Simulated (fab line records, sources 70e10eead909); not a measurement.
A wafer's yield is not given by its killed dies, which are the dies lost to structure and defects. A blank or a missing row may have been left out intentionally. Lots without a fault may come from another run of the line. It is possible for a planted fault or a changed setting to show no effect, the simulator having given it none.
fab line records	flow nandHarc
record: lots: 24	wafers: 72	lastDay: 33
route steps=1302 shown A_CHANNEL_FILL_D1@513 A_DECK1_JOINT@518 A_ONON_D2@554 A_CHANNEL_HOLE_D2@571 A_CHANNEL_FILL_D2@620
lots that met no fault: from a run of the same line without faults
startH: the number of hours between the record's first day and the start of the first shown wafer of the lot	waitH: hours from the lot's prior step to this one	" the same as in the row above	L1.1+2: a row that stands for several wafers	- value missing, or start not given	* or withheld: withheld	< > ~ a bound
route shown NAME@n: NAME is a module with steps in the file, n the number in the route of the first one	usual: average and standard deviation across the fault-free wafers	same: alike in all rows	chamber/n: place in a boat	sites: per-site readings	_std_site: the values' standard deviation	_edge_site: mean of outer sites minus mean of inner sites	radiusMm: how far each site lies from the wafer's centre	mask NAME#n: copy n	behind: the tool/chamber that last shaped the wafer	hold: what put the lot on hold/how long, in hours/how the hold closed	device: names the non-switching transistor (n, p or np)	end of line: the tests these same wafers got at the end of their route	for a step that has no rows: nothing shown but its recipe	killed: dies lost to structure and defects at the first sort, not the wafer's yield	map: a wafer's dies, x killed, . not, _ none there
set.NAME: the run value of the setting; set.NAME@STEP: its run value at that earlier step	model.NAME: the simulator's own value behind a step, which no gauge read
one table for each step of the route and one row for each wafer, over a sample of lots
services: when a tool's chamber went out of use (startH, in hours from the record's first day, below 0 if earlier), for how many hours, and the reason
== steps ==
step: NHARC_A_CHANNEL_FILL_D1_CMP_10
recipe: targetThkNm: 150
usual: motorCurrentA: 12.1/1.2	timeToEndpointS: 15/3.4
lot.wafer	tool	chamber	startH	waitH	motorCurrentA	timeToEndpointS
L074.3	cmp-03	3	222.83	0.4	12.3	9
L074.1	"	0	"	"	13.4	8
L074.5	"	3	"	"	11.9	11
L075.2	cmp-02	0	257.66	0.4	11.8	16
L075.4	"	1	"	"	13.2	17
L075.3	"	2	"	"	11.1	17
L076.4	cmp-01	0	262.96	0.4	10.9	14
L076.3	"	1	"	"	13.1	21
L076.1	"	2	"	"	13.1	14
L077.2	cmp-02	3	283.01	0.4	11.9	15
L077.1	"	2	"	"	11.1	19
L077.6	"	0	"	"	11.0	14
L078.2	cmp-03	0	283.01	0.4	13.0	10
L078.4	"	3	"	"	12.0	12
L078.6	"	0	"	"	12.9	11
L080.1	cmp-03	0	290.74	0.4	14.0	13
L080.4	"	1	"	"	14.1	10
L080.5	"	0	"	"	13.9	8
L079.3	cmp-02	2	297.95	0.4	11.2	18
L079.5	"	2	"	"	10.9	17
L079.6	"	3	"	"	12.0	15
L081.3	cmp-01	0	312.36	0.4	11.2	14
L081.2	"	1	"	"	12.7	22
L081.6	"	3	"	"	10.7	19
L082.1	cmp-01	2	319.54	0.4	13.4	15
L082.4	"	1	"	"	13.9	22
L082.5	"	3	"	"	10.0	19
L083.1	cmp-01	0	327.47	0.4	10.5	16
L083.3	"	1	"	"	12.8	21
L083.5	"	0	"	"	11.0	15
L084.3	cmp-02	2	347.39	0.4	11.2	13
L084.1	"	0	"	"	11.2	15
L084.5	"	1	"	"	13.4	16
L085.2	cmp-03	1	351.84	0.4	13.5	13
L085.3	"	3	"	"	11.4	12
L085.6	"	1	"	"	13.8	13
L086.3	cmp-01	1	360.58	0.4	13.1	23
L086.4	"	2	"	"	13.1	15
L086.1	"	0	"	"	10.4	14
L087.1	cmp-03	3	360.61	0.4	11.9	14
L087.2	"	0	"	"	13.6	11
L087.6	"	2	"	"	10.8	17
L089.3	cmp-02	3	392.84	0.4	11.9	14
L089.6	"	3	"	"	11.7	13
L089.5	"	0	"	"	10.8	15
L088.1	cmp-01	2	397.77	0.4	13.6	17
L088.3	"	0	"	"	10.1	17
L088.5	"	2	"	"	13.4	15
L090.1	cmp-03	1	407.40	0.4	13.7	12
L090.2	"	3	"	"	12.3	12
L090.4	"	0	"	"	13.1	9
L091.4	cmp-03	2	413.81	0.4	10.8	16
L091.5	"	2	"	"	10.9	18
L091.6	"	3	"	"	11.9	11
L092.4	cmp-02	0	413.86	0.4	11.0	15
L092.6	"	2	"	"	11.0	16
L092.5	"	3	"	"	12.1	12
L093.4	cmp-01	1	432.68	0.4	13.1	22
L093.1	"	0	"	"	10.0	16
L093.5	"	1	"	"	12.7	21
L094.4	cmp-03	1	432.68	0.4	13.0	15
L094.1	"	3	"	"	11.7	12
L094.5	"	1	"	"	13.8	13
L095.3	cmp-03	3	446.68	0.4	12.4	12
L095.1	"	2	"	"	10.9	14
L095.5	"	3	"	"	12.0	9
L096.4	cmp-03	0	453.19	0.4	13.0	10
L096.1	"	3	"	"	11.5	12
L096.6	"	0	"	"	12.9	10
L097.1	cmp-02	3	473.23	0.4	12.3	15
L097.4	"	0	"	"	11.4	16
L097.3	"	2	"	"	10.9	17
step: NHARC_A_DECK1_JOINT_ETCHBACK_07
recipe: targetDepthA: 1050	timeS: 26.9	hbrFlowSccm: 150	rfW: 350	icpW: 350	biasW: 60	chemistry: HBr
usual: drypumpMotorCurrentA: 5.7/0.32	oesProductAu: 1.002/0.014	rfFwdPowerW: 344.5/2	throttleValvePct: 23.267/0.0093
lot.wafer	tool	chamber	startH	waitH	drypumpMotorCurrentA	oesProductAu	rfFwdPowerW	rfHoursCounterH	throttleValvePct
L074.3	rieSi-02	0	223.33	0.1	5.4	0.976	349.2	0.81	23.276
L074.1	"	1	"	"	5.0	1.005	340.5	0.71	23.271
L074.5	"	2	"	"	6.0	0.987	345.2	-	23.261
L075.3	rieSi-01	2	258.11	0.1	5.8	1.011	341.9	0.32	23.250
L075.4	"	3	"	"	6.1	1.023	344.9	0.45	23.271
L075.2	"	1	"	"	5.6	0.987	345.7	0.28	23.268
L076.4	rieSi-04	1	263.45	0.1	5.4	0.991	343.3	0.62	23.267
L076.3	"	2	"	"	6.1	1.011	343.8	0.44	23.260
L076.1	"	3	"	"	5.7	1.009	346.5	0.40	23.265
L077.1	rieSi-01	3	283.49	0.1	6.1	0.999	343.4	0.57	23.253
L077.2	"	1	"	"	5.6	0.970	346.5	0.46	23.266
L077.6	"	0	"	"	6.1	1.011	345.2	-	23.276
L078.4	rieSi-04	1	283.51	0.1	5.4	0.995	343.3	0.78	23.248
L078.2	"	2	"	"	6.1	1.005	344.9	0.57	23.257
L078.6	"	1	"	"	5.4	1.009	343.4	-	23.264
L080.4	rieSi-04	1	291.19	0.1	5.4	1.016	344.5	0.82	23.273
L080.1	"	3	"	"	5.7	1.017	342.4	0.54	23.261
L080.5	"	1	"	"	5.4	1.013	344.7	-	23.287
L079.3	rieSi-01	1	298.46	0.1	5.6	0.972	346.3	0.57	23.258
L079.6	"	2	"	"	5.8	1.006	339.9	-	23.273
L079.5	"	3	"	"	6.1	1.007	345.4	-	23.266
L081.2	rieSi-04	0	312.81	0.1	5.5	1.007	344.3	0.85	23.262
L081.3	"	2	"	"	6.2	1.011	344.1	0.73	23.256
L081.6	"	1	"	"	5.4	0.999	344.8	-	23.262
L082.4	rieSi-01	1	320.01	0.1	5.6	0.969	345.6	0.69	23.290
L082.1	"	0	"	"	6.1	0.983	346.4	0.81	23.268
L082.5	"	2	"	"	5.8	1.000	342.0	-	23.262
L083.1	rieSi-04	0	327.93	0.1	5.5	0.993	344.1	0.98	23.274
L083.3	"	1	"	"	5.4	0.997	344.3	1.06	23.269
L083.5	"	1	"	"	5.4	1.006	343.5	-	23.275
L084.1	rieSi-01	1	347.86	0.1	5.6	0.963	346.3	0.85	23.274
L084.3	"	3	"	"	6.1	0.996	344.7	0.92	23.273
L084.5	"	0	"	"	6.1	0.994	343.3	-	23.270
L085.3	rieSi-04	2	352.31	0.1	6.1	0.976	345.2	0	23.275
L085.2	"	3	"	"	5.7	1.004	343.9	0	23.255
L085.6	"	2	"	"	6.2	0.973	347.1	-	23.267
L086.3	rieSi-04	0	361.05	0.1	5.5	1.027	347.3	0.02	23.263
L086.4	"	2	"	"	6.1	0.985	343.4	0.04	23.278
L086.1	"	3	"	"	5.7	1.019	344.0	0.02	23.275
L087.1	rieSi-02	2	361.07	0.1	5.9	1.010	347.1	0.62	23.265
L087.2	"	3	"	"	5.3	1.010	340.5	0.67	23.267
L087.6	"	1	"	"	4.9	1.000	342.0	-	23.269
L089.3	rieSi-04	2	393.35	0.1	6.2	0.990	345.8	0.26	23.262
L089.5	"	3	"	"	5.7	1.013	344.4	-	23.274
L089.6	"	0	"	"	5.5	1.025	345.4	-	23.259
L088.1	rieSi-04	2	398.25	0.1	6.2	0.979	346.1	0.28	23.265
L088.3	"	0	"	"	5.5	1.024	344.1	0.20	23.264
L088.5	"	3	"	"	5.7	1.006	344.1	-	23.271
L090.2	rieSi-02	2	407.87	0.1	6.0	0.985	346.0	0.95	23.268
L090.1	"	3	"	"	5.3	1.012	340.9	0.98	23.271
L090.4	"	1	"	"	5.0	0.997	342.0	0.78	23.256
L092.4	rieSi-04	2	414.32	0.1	6.1	0.992	344.4	0.38	23.266
L092.6	"	3	"	"	5.7	1.011	345.3	-	23.241
L092.5	"	0	"	"	5.6	1.032	345.8	-	23.263
L091.4	rieSi-02	1	414.32	0.1	5.0	0.996	339.9	0.84	23.266
L091.6	"	2	"	"	6.0	0.980	346.4	-	23.252
L091.5	"	3	"	"	5.3	1.026	341.8	-	23.272
L093.1	rieSi-01	0	433.16	0.1	6.1	0.995	344.2	0.32	23.272
L093.5	"	0	"	"	6.1	0.998	344.2	-	23.260
L093.4	"	3	"	"	6.1	1.011	344.7	-	23.273
L094.1	rieSi-04	2	433.17	0.1	6.1	0.983	343.3	0.48	23.246
L094.4	"	3	"	"	5.7	1.011	344.0	0.43	23.271
L094.5	"	2	"	"	6.1	0.986	344.1	-	23.276
L095.1	rieSi-01	2	447.17	0.1	5.8	1.009	341.4	0.50	23.257
L095.3	"	0	"	"	6.1	0.994	343.5	0.45	23.278
L095.5	"	1	"	"	5.6	0.986	347.1	-	23.274
L096.1	rieSi-04	2	453.66	0.1	6.2	0.987	346.5	0.60	23.266
L096.4	"	1	"	"	5.4	0.997	346.6	0.67	23.261
L096.6	"	3	"	"	5.7	1.022	343.7	-	23.285
L097.3	rieSi-01	0	473.71	0.1	6.1	1.010	342.3	0.59	23.273
L097.4	"	1	"	"	5.6	0.996	346.8	0.57	23.263
L097.1	"	2	"	"	5.8	1.003	342.7	0.69	23.267
step: NHARC_A_ONON_D2_THK_MEAS_14
recipe: thkMeasGauge: ellipsometry
usual: thkNm: 1000/11
lot.wafer	tool	chamber	startH	waitH	thkNm
L074.1	filmMetro-02	-	264.46	-	1008
L074.3	"	-	"	"	1009
L074.5	"	-	"	"	1008
L075.2	filmMetro-02	-	293.35	-	1004
L075.3	"	-	"	"	1003
L075.4	"	-	"	"	1003
L076.1	filmMetro-02	-	301.13	-	1008
L076.3	"	-	"	"	1007
L076.4	"	-	"	"	1007
L078.2	filmMetro-02	-	327.73	-	1005
L078.4	"	-	"	"	1007
L078.6	"	-	"	"	1004
L077.1	filmMetro-01	-	327.75	-	999
L077.2	"	-	"	"	999
L077.6	"	-	"	"	1000
L080.1	filmMetro-02	-	331.37	-	999
L080.4	"	-	"	"	998
L080.5	"	-	"	"	999
L079.3	filmMetro-02	-	342.97	-	1008
L079.5	"	-	"	"	1005
L079.6	"	-	"	"	1008
L081.2	filmMetro-02	-	350.35	-	993
L081.3	"	-	"	"	993
L081.6	"	-	"	"	995
L082.1	filmMetro-02	-	357.63	-	1014
L082.4	"	-	"	"	1014
L082.5	"	-	"	"	1013
L083.1	filmMetro-02	-	366.71	-	1012
L083.3	"	-	"	"	1015
L083.5	"	-	"	"	1016
L085.2	filmMetro-01	-	388.95	-	1000
L085.3	"	-	"	"	1002
L085.6	"	-	"	"	1001
L084.1	filmMetro-02	-	388.99	-	999
L084.3	"	-	"	"	996
L084.5	"	-	"	"	999
L086.1	filmMetro-02	-	405.08	-	997
L086.3	"	-	"	"	996
L086.4	"	-	"	"	1000
L087.1	filmMetro-01	-	405.08	-	972
L087.2	"	-	"	"	974
L087.6	"	-	"	"	973
L089.3	filmMetro-01	-	430.55	-	993
L089.5	"	-	"	"	994
L089.6	"	-	"	"	993
L090.1	filmMetro-02	-	442.33	-	985
L090.2	"	-	"	"	985
L090.4	"	-	"	"	985
L088.1	filmMetro-02	-	442.43	-	1003
L088.3	"	-	"	"	1004
L088.5	"	-	"	"	1004
L092.4	filmMetro-02	-	454.50	-	990
L092.5	"	-	"	"	989
L092.6	"	-	"	"	989
L091.4	filmMetro-01	-	454.52	-	986
L091.5	"	-	"	"	986
L091.6	"	-	"	"	985
L093.1	filmMetro-01	-	470.45	-	1019
L093.4	"	-	"	"	1019
L093.5	"	-	"	"	1019
L094.1	filmMetro-02	-	470.46	-	1004
L094.4	"	-	"	"	1006
L094.5	"	-	"	"	1004
L095.1	filmMetro-02	-	483.09	-	996
L095.3	"	-	"	"	995
L095.5	"	-	"	"	998
L096.1	filmMetro-01	-	490.63	-	987
L096.4	"	-	"	"	986
L096.6	"	-	"	"	986
L097.1	filmMetro-02	-	518.04	-	1014
L097.3	"	-	"	"	1012
L097.4	"	-	"	"	1013
step: NHARC_A_CHANNEL_HOLE_D2_DEP_01
recipe: targetThkA: 1400	targetThkNm: 140	tempC: 400	pressureTorr: 3.5	flowSccm: 200	rfW: 350	material: SiON
usual: heaterPowerW: 751/110	rfFwdPowerW: 348.3/1.1	susceptorTempC: 399.97/0.25
lot.wafer	tool	chamber	startH	waitH	heaterPowerW	rfFwdPowerW	susceptorTempC
L074.3	pecvd-03	1	282.34	1.0	613	350.0	399.95
L074.1	"	0	"	"	810	348.8	400.06
L074.5	"	2	"	"	780	349.6	399.72
L075.2	pecvd-02	1	309.26	1.3	682	348.2	400.15
L075.3	"	2	"	"	805	349.8	400.13
L075.4	"	0	"	"	601	347.0	399.85
L076.1	pecvd-02	1	318.65	1.6	645	348.4	399.69
L076.3	"	0	"	"	539	348.4	400.02
L076.4	"	1	"	"	659	348.5	399.95
L080.1	pecvd-03	2	343.77	1.6	706	348.6	399.92
L080.4	"	0	"	"	852	348.6	399.89
L080.5	"	1	"	"	603	348.8	400.07
L077.2	pecvd-01	0	345.69	1.3	637	348.7	400.10
L077.1	"	1	"	"	836	348.7	400.32
L077.6	"	1	"	"	820	347.1	400.46
L078.2	pecvd-03	1	347.10	1.4	576	347.5	399.99
L078.6	"	0	"	"	850	347.1	399.88
L078.4	"	2	"	"	784	348.9	399.45
L079.3	pecvd-03	0	355.76	1.0	830	347.5	400.15
L079.6	"	1	"	"	624	348.2	400.03
L079.5	"	2	"	"	774	348.3	400.19
L081.3	pecvd-01	1	365.44	1.0	774	348.8	400.60
L081.2	"	2	"	"	808	349.4	399.50
L081.6	"	1	"	"	756	348.5	400.27
L082.1	pecvd-01	0	369.91	1.7	657	346.8	400.17
L082.5	"	2	"	"	769	348.0	399.38
L082.4	"	0	"	"	689	348.3	399.85
L083.3	pecvd-01	0	381.63	1.0	684	349.0	399.98
L083.1	"	1	"	"	901	348.9	399.75
L083.5	"	1	"	"	898	348.7	400.08
L084.1	pecvd-01	0	401.46	1.6	701	348.5	399.75
L084.3	"	1	"	"	894	348.9	400.27
L084.5	"	2	"	"	796	346.2	400.19
L085.2	pecvd-03	2	401.79	1.3	717	348.6	400.22
L085.3	"	0	"	"	891	348.0	400.05
L085.6	"	1	"	"	630	349.7	400.29
L086.3	pecvd-01	2	417.59	1.0	820	348.8	400.30
L086.1	"	1	"	"	897	348.3	400.50
L086.4	"	1	"	"	915	347.7	399.89
L087.1	pecvd-01	1	419.17	1.6	879	346.1	399.80
L087.2	"	2	"	"	891	347.8	399.67
L087.6	"	2	"	"	880	346.8	399.69
L089.3	pecvd-02	0	445.68	1.0	608	350.4	399.91
L089.5	"	2	"	"	877	345.9	399.20
L089.6	"	0	"	"	621	347.9	400.38
L090.1	pecvd-02	0	455.09	1.6	625	349.5	400.36
L090.2	"	1	"	"	656	348.2	400.27
L090.4	"	0	"	"	629	349.5	400.28
L088.3	pecvd-01	0	455.45	1.0	701	350.7	400.04
L088.1	"	1	"	"	822	348.0	400.09
L088.5	"	1	"	"	824	348.2	400.03
L091.5	pecvd-03	0	467.15	0.4	802	346.2	400.06
L091.4	"	1	"	"	642	350.4	399.70
L091.6	"	2	"	"	746	348.5	400.18
L092.5	pecvd-01	1	467.76	0.4	890	350.1	400.20
L092.6	"	2	"	"	842	348.9	399.94
L092.4	"	0	"	"	708	348.1	399.86
L094.1	pecvd-01	1	482.60	1.6	835	349.0	400.21
L094.5	"	1	"	"	835	350.2	399.86
L094.4	"	2	"	"	775	347.0	400.16
L093.1	pecvd-03	1	482.71	1.7	633	348.1	399.96
L093.4	"	0	"	"	810	347.8	399.87
L093.5	"	1	"	"	647	348.4	399.85
L095.1	pecvd-03	2	501.60	1.6	725	347.8	399.72
L095.3	"	1	"	"	596	348.5	399.50
L095.5	"	0	"	"	877	349.7	400.18
L096.1	pecvd-03	2	505.01	1.6	732	347.8	399.54
L096.6	"	1	"	"	557	348.0	399.70
L096.4	"	2	"	"	757	350.4	399.73
L097.3	pecvd-03	1	530.26	1.0	622	348.2	399.50
L097.1	"	0	"	"	855	350.1	399.68
L097.4	"	1	"	"	640	348.2	400.00
step: NHARC_A_CHANNEL_HOLE_D2_ETCH_26
recipe: biasV: 300	sourceW: 2000	pressureMtorr: 30	timeS: 224.1	arFlowSccm: 375	c4f8FlowSccm: 11.4	o2FlowSccm: 113.6	tempC: -20	targetDepthA: 3000	chemistry: C4F8/O2/Ar
usual: drypumpMotorCurrentA: 5.27/0.2	showerheadPlenumPTorr: 3.73/0.16	tempC: -20.00/0.1	throttleValvePct: 24.583/0.0094
lot.wafer	tool	chamber	startH	waitH	drypumpMotorCurrentA	rfHoursCounterH	showerheadPlenumPTorr	tempC	throttleValvePct
L074.1	harEtch-02	1	291.44	0.6	5.26	347	3.57	-19.89	24.569
L074.3	"	0	"	"	5.45	-	3.65	-19.89	24.583
L074.5	"	0	"	"	5.43	-	3.65	-19.98	24.593
L075.2	harEtch-02	0	316.09	0.7	5.44	378	3.64	-20.04	24.596
L075.3	"	0	"	"	5.49	-	3.64	-20.19	24.599
L075.4	"	1	"	"	5.26	-	3.56	-19.89	24.575
L076.1	harEtch-02	0	324.55	0.6	5.45	382	3.64	-19.96	24.568
L076.3	"	1	"	"	5.28	-	3.56	-20.06	24.586
L076.4	"	0	"	"	5.47	-	3.64	-19.87	24.571
L080.1	harEtch-01	1	349.66	0.6	4.96	179	3.73	-19.96	24.596
L080.4	"	1	"	"	4.94	-	3.73	-20.06	24.565
L080.5	"	0	"	"	5.42	-	3.63	-20.09	24.594
L077.2	harEtch-02	1	351.39	0.7	5.29	378	3.56	-19.93	24.594
L077.1	"	0	"	"	5.44	393	3.63	-20.09	24.574
L077.6	"	0	"	"	5.45	-	3.63	-20.19	24.581
L078.2	harEtch-01	0	353.82	0.6	5.40	183	3.62	-19.99	24.584
L078.4	"	1	"	"	4.93	-	3.73	-19.81	24.577
L078.6	"	1	"	"	4.96	-	3.73	-20.04	24.594
L079.3	harEtch-01	1	361.72	0.4	4.93	-	3.72	-19.93	24.582
L079.5	"	0	"	"	5.43	-	3.62	-20.24	24.581
L079.6	"	1	"	"	4.95	-	3.72	-19.89	24.590
L081.2	harEtch-01	0	373.76	0.6	5.42	198	3.61	-20.04	24.595
L081.3	"	1	"	"	4.94	-	3.72	-20.23	24.587
L081.6	"	0	"	"	5.43	-	3.61	-19.99	24.585
L082.1	harEtch-02	1	376.98	0.7	5.28	397	3.55	-20.12	24.595
L082.4	"	0	"	"	5.46	-	3.62	-20.06	24.592
L082.5	"	0	"	"	5.47	-	3.62	-19.96	24.582
L083.1	harEtch-01	0	387.80	0.6	5.41	210	3.61	-19.96	24.552
L083.3	"	1	"	"	4.94	-	3.71	-19.95	24.582
L083.5	"	1	"	"	4.93	-	3.71	-20.06	24.585
L085.2	harEtch-01	0	407.66	0.7	5.41	225	3.60	-20.01	24.597
L085.3	"	1	"	"	4.96	-	3.70	-20.13	24.601
L085.6	"	1	"	"	4.94	-	3.70	-20.28	24.573
L084.1	harEtch-02	0	407.67	0.6	5.45	7	3.99	-19.97	24.587
L084.3	"	0	"	"	5.46	-	3.99	-19.93	24.584
L084.5	"	1	"	"	5.25	-	3.99	-20.03	24.584
L086.1	harEtch-01	1	423.35	0.6	4.94	233	3.70	-20.01	24.583
L086.4	"	0	"	"	5.42	-	3.60	-20.14	24.579
L086.3	"	1	"	"	4.95	-	3.70	-19.86	24.591
L087.1	harEtch-02	1	425.03	0.7	5.28	19	3.98	-20.02	24.580
L087.2	"	0	"	"	5.45	19	3.98	-20.04	24.601
L087.6	"	0	"	"	5.49	-	3.98	-19.92	24.581
L089.3	harEtch-01	1	452.68	0.4	4.96	-	3.69	-20.02	24.577
L089.5	"	0	"	"	5.41	-	3.59	-19.93	24.576
L089.6	"	1	"	"	4.93	-	3.69	-19.93	24.577
L090.2	harEtch-02	0	462.81	0.7	5.46	37	3.97	-20.28	24.587
L090.1	"	1	"	"	5.29	37	3.97	-20.02	24.600
L090.4	"	1	"	"	5.23	-	3.97	-20.03	24.593
L088.1	harEtch-01	0	462.95	0.7	5.42	256	3.58	-20.02	24.576
L088.3	"	0	"	"	5.38	-	3.58	-19.93	24.575
L088.5	"	0	"	"	5.42	-	3.58	-19.82	24.597
L091.4	harEtch-01	1	475.53	0.5	4.95	-	3.68	-20.07	24.594
L091.6	"	1	"	"	4.94	-	3.68	-20.12	24.581
L091.5	"	0	"	"	5.38	-	3.58	-19.98	24.596
L092.4	harEtch-02	1	475.98	0.4	5.29	-	3.96	-20.01	24.581
L092.5	"	0	"	"	5.45	-	3.96	-19.98	24.578
L092.6	"	1	"	"	5.31	-	3.96	-19.99	24.581
L094.1	harEtch-01	0	488.35	0.7	5.45	271	3.57	-19.97	24.587
L094.4	"	0	"	"	5.44	-	3.57	-20.09	24.579
L094.5	"	0	"	"	5.44	-	3.57	-19.97	24.570
L093.1	harEtch-02	1	488.60	0.6	5.28	57	3.96	-19.97	24.582
L093.4	"	1	"	"	5.26	-	3.96	-19.80	24.582
L093.5	"	1	"	"	5.29	-	3.96	-19.98	24.587
L095.1	harEtch-02	0	508.19	0.7	5.46	64	3.95	-20.00	24.589
L095.3	"	1	"	"	5.26	-	3.95	-19.93	24.578
L095.5	"	0	"	"	5.48	-	3.95	-20.20	24.584
L096.1	harEtch-01	0	510.69	0.7	5.44	283	3.57	-20.09	24.562
L096.4	"	0	"	"	5.42	-	3.57	-19.88	24.574
L096.6	"	0	"	"	5.44	-	3.57	-19.94	24.599
L097.1	harEtch-02	0	536.02	0.7	5.44	83	3.94	-19.94	24.582
L097.3	"	0	"	"	5.46	-	3.94	-20.11	24.574
L097.4	"	1	"	"	5.30	-	3.94	-20.09	24.596
step: NHARC_A_CHANNEL_FILL_D2_ETCHBACK_20
recipe: targetDepthA: 270	timeS: 13.5	c4f8FlowSccm: withheld	o2FlowSccm: 8	arFlowSccm: withheld	rfW: 600	biasW: 1500	chemistry: C4F8/O2/Ar
usual: oesProductAu: 0.991/0.024	rfFwdPowerW: 587.3/2.7	rfVppV: 975/6.1
lot.wafer	tool	chamber	startH	waitH	oesProductAu	rfFwdPowerW	rfHoursCounterH	rfVppV
L074.1	rieDiel-06	0	316.42	-	1.011	587.9	0	968
L074.3	"	0	"	"	1.015	587.1	-	968
L074.5	"	0	"	"	1.009	583.9	-	968
L075.4	rieDiel-01	3	344.34	-	0.962	584.8	3	970
L075.2	"	0	"	"	0.937	591.5	3	978
L075.3	"	2	"	"	0.979	591.8	3	972
L076.1	rieDiel-01	0	352.25	-	0.990	589.5	3	976
L076.3	"	1	"	"	0.989	589.5	3	972
L076.4	"	2	"	"	1.005	591.9	3	974
L077.1	rieDiel-01	0	375.49	-	0.999	588.9	4	976
L077.2	"	1	"	"	0.993	591.4	4	972
L077.6	"	0	"	"	1.000	586.7	-	976
L080.4	rieDiel-06	3	375.50	-	0.997	587.1	12	976
L080.1	"	0	"	"	1.016	586.8	15	967
L080.5	"	3	"	"	1.011	586.0	-	974
L078.4	rieDiel-12	0	383.32	-	0.970	586.0	4	975
L078.2	"	3	"	"	0.979	584.7	4	989
L078.6	"	1	"	"	0.972	589.2	-	986
L079.3	rieDiel-06	0	387.46	-	1.014	587.1	16	968
L079.6	"	0	"	"	1.013	584.8	-	967
L079.5	"	1	"	"	1.003	586.8	-	974
L081.2	rieDiel-01	2	399.94	-	1.028	585.9	0	974
L081.3	"	0	"	"	0.996	591.4	0	978
L081.6	"	2	"	"	1.023	589.4	-	972
L082.1	rieDiel-12	3	407.90	-	0.967	586.4	4	989
L082.4	"	2	"	"	0.998	584.8	5	970
L082.5	"	0	"	"	0.960	584.9	-	974
L083.3	rieDiel-12	3	418.74	-	0.993	585.7	5	990
L083.1	"	2	"	"	1.022	585.2	6	970
L083.5	"	0	"	"	0.998	584.3	-	975
L084.1	rieDiel-06	3	433.98	-	1.014	581.2	21	974
L084.3	"	2	"	"	1.008	587.6	19	978
L084.5	"	3	"	"	1.007	582.6	-	974
L085.3	rieDiel-12	2	433.99	-	1.009	586.6	6	971
L085.2	"	0	"	"	0.987	585.3	5	975
L085.6	"	2	"	"	1.009	586.5	-	970
L086.3	rieDiel-06	0	452.94	-	1.009	591.7	26	967
L086.1	"	1	"	"	1.014	587.9	21	972
L086.4	"	3	"	"	1.010	584.6	23	974
L087.2	rieDiel-01	1	452.95	-	0.974	591.8	2	971
L087.1	"	3	"	"	0.994	586.5	2	971
L087.6	"	0	"	"	0.988	587.3	-	977
L089.3	rieDiel-06	2	478.39	-	1.006	584.2	25	977
L089.5	"	1	"	"	1.006	587.2	-	972
L089.6	"	2	"	"	1.008	586.1	-	979
L088.3	rieDiel-01	2	489.08	-	0.938	591.6	3	974
L088.1	"	1	"	"	0.906	587.3	3	971
L088.5	"	2	"	"	0.941	589.3	-	973
L090.4	rieDiel-12	3	489.10	-	1.020	585.5	1	989
L090.2	"	0	"	"	0.982	587.8	1	975
L090.1	"	1	"	"	1.001	587.9	1	985
L091.4	rieDiel-01	3	502.65	-	1.016	587.8	4	971
L091.5	"	2	"	"	1.000	592.1	-	973
L091.6	"	3	"	"	1.020	589.5	-	969
L092.4	rieDiel-12	2	502.65	-	1.005	584.7	2	970
L092.5	"	1	"	"	1.002	589.0	-	986
L092.6	"	2	"	"	1.002	587.5	-	971
L094.1	rieDiel-01	2	514.82	-	0.953	590.9	4	973
L094.4	"	3	"	"	0.952	587.7	4	970
L094.5	"	3	"	"	0.946	590.3	-	971
L093.4	rieDiel-12	3	514.82	-	1.014	583.9	2	989
L093.1	"	0	"	"	0.968	583.3	2	976
L093.5	"	3	"	"	1.008	583.8	-	990
L095.1	rieDiel-01	1	534.02	-	0.988	584.0	5	970
L095.3	"	3	"	"	1.001	589.4	5	970
L095.5	"	2	"	"	1.013	592.1	-	973
L096.4	rieDiel-01	2	538.60	-	0.981	587.0	5	973
L096.1	"	0	"	"	0.971	587.9	5	975
L096.6	"	1	"	"	0.951	590.4	-	972
L097.1	rieDiel-06	0	563.10	-	0.986	588.8	13	987
L097.3	"	3	"	"	0.987	583.3	11	974
L097.4	"	1	"	"	1.004	587.1	-	972
== services ==
tool	chamber	startH	hours	kind
rieDiel-01	-	203.80	9.0	pm
pecvd-01	-	214.78	0.8	repair
rieSi-04	-	223.89	0.8	repair
pecvd-01	1	253.00	8.1	repair
cmp-03	-	263.19	4.0	pm
cmp-03	-	272.60	1.9	repair
rieDiel-01	-	276.34	0.8	repair
pecvd-03	-	283.82	4.8	repair
rieDiel-01	-	301.00	0.1	repair
pecvd-01	-	311.00	13.0	pm
cmp-03	-	311.31	1.9	repair
pecvd-03	2	313.09	5.8	repair
pecvd-03	1	331.45	5.1	repair
rieDiel-01	-	332.76	0.3	repair
pecvd-01	-	334.63	2.4	repair
pecvd-03	-	334.98	0.5	repair
rieSi-04	-	342.00	9.0	pm
rieSi-04	-	351.87	0.1	repair
cmp-03	-	361.19	4.0	pm
pecvd-03	-	366.00	13.0	pm
harEtch-02	-	377.36	17.0	pm
pecvd-03	-	379.56	1.1	repair
rieSi-04	2	439.77	8.5	repair
rieSi-04	-	519.00	9.0	pm
== key ==
fault none
